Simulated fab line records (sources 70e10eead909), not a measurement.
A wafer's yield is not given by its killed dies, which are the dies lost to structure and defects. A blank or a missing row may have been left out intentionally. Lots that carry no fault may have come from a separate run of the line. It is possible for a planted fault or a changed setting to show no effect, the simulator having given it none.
Matching of chambers ; flow nand harc ; NHARC_A_BONDPAD_CMP_29 on cmp-01: 4 sister chambers
The step polishes SiCN, target thk 200 nm. 8 wafers are shown with their chamber, then 6 later ones without.

## WAFERS, EACH WITH ITS CHAMBER
wafer;chamber;motor current A (A)
L218.2;2;10.7
L216.1;2;11.3
L227.1;3;12.5
L232.2;3;12.1
L232.4;0;11.1
L235.3;1;13.3
L235.5;1;13.6
L235.6;0;11.6

## WAFERS WITH NO CHAMBER GIVEN
wafer;motor current A (A)
L238.1;11.0
L238.2;11.6
L238.4;12.6
L239.1;10.9
L239.2;11.8
L239.4;11.7

## EACH ONE'S CHAMBER
wafer;from the rows above;in truth
L238.1;can't be placed: 2 or 0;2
L238.2;can't be placed: 0 or 2 or 3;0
L238.4;can't be placed: 3 or 1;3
L239.1;can't be placed: 2 or 0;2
L239.2;can't be placed: 0 or 3 or 2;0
L239.4;can't be placed: 0 or 3 or 2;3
Placed correctly: 0 of 6. Can't be placed from these rows: 6 (the true chamber is among the candidates in 6). Wrongly placed: 0.
How it was worked out, from the rows above alone: a wafer's distance from a chamber is the root of the sum, over the readings, of the square of ((its reading less the chamber's mean) divided by the reading's scatter). If the next closest chamber is less than 2 further off than the closest, the wafer can't be placed; otherwise it belongs to the closest. For every chamber, the mean is computed from those of its wafers that are shown. The scatter is the square root of a quotient: the sum, over the shown wafers, of each reading's squared deviation from its chamber's mean, divided by wafers minus chambers.
